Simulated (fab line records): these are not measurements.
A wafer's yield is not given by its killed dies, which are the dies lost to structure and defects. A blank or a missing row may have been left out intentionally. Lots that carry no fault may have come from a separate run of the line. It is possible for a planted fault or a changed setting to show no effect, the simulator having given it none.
Chamber matching / flow nandHarc / pecvd-03 running NHARC_A_STAIRCASE_DEP_156: 3 sister chambers
The step deposits SiNx, target thk 50 nm. 6 wafers are shown with their chamber, then 8 later ones without.

WAFERS, EACH WITH ITS CHAMBER
wafer=L077.6; chamber=1; rfFwdPowerW (W)=448.9; heaterPowerW (W)=801
wafer=L083.2; chamber=2; rfFwdPowerW (W)=446.5; heaterPowerW (W)=584
wafer=L083.6; chamber=1; rfFwdPowerW (W)=448.9; heaterPowerW (W)=706
wafer=L087.5; chamber=0; rfFwdPowerW (W)=446.1; heaterPowerW (W)=731
wafer=L087.6; chamber=2; rfFwdPowerW (W)=447.3; heaterPowerW (W)=637
wafer=L095.2; chamber=0; rfFwdPowerW (W)=450.1; heaterPowerW (W)=683

WAFERS WITHOUT THEIR CHAMBER
wafer=L095.3; rfFwdPowerW (W)=448.5; heaterPowerW (W)=759
wafer=L095.6; rfFwdPowerW (W)=449.9; heaterPowerW (W)=698
wafer=L094.4; rfFwdPowerW (W)=448.6; heaterPowerW (W)=809
wafer=L094.5; rfFwdPowerW (W)=448.6; heaterPowerW (W)=714
wafer=L094.6; rfFwdPowerW (W)=449.9; heaterPowerW (W)=752
wafer=L096.2; rfFwdPowerW (W)=448.8; heaterPowerW (W)=708
wafer=L096.5; rfFwdPowerW (W)=448.3; heaterPowerW (W)=682
wafer=L096.6; rfFwdPowerW (W)=446.8; heaterPowerW (W)=773

CHAMBER TAKEN BY EACH
wafer=L095.3; from the rows above=can't be placed: 1 or 0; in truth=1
wafer=L095.6; from the rows above=can't be placed: 0 or 1 or 2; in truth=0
wafer=L094.4; from the rows above=can't be placed: 1 or 0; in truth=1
wafer=L094.5; from the rows above=can't be placed: 0 or 1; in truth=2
wafer=L094.6; from the rows above=can't be placed: 1 or 0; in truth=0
wafer=L096.2; from the rows above=can't be placed: 0 or 1 or 2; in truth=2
wafer=L096.5; from the rows above=can't be placed: 0 or 1 or 2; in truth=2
wafer=L096.6; from the rows above=can't be placed: 1 or 0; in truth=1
Correct placement for 0 of the 8. Cannot be placed on the basis of these rows: 8; the candidates contain the true chamber in 7. Wrongly placed: 0.
How it was worked out, from the rows above alone: a wafer's distance from a chamber is the root of the sum, over the readings, of the square of ((its reading less the chamber's mean) divided by the reading's scatter). The wafer belongs to the nearest chamber; if the next one is less than 2 further off, it can't be placed. For every chamber, the mean is computed from those of its wafers that are shown. The scatter: the root of (the sum of the squares of (reading less its chamber's mean) over the shown wafers, divided by (wafers less chambers)).
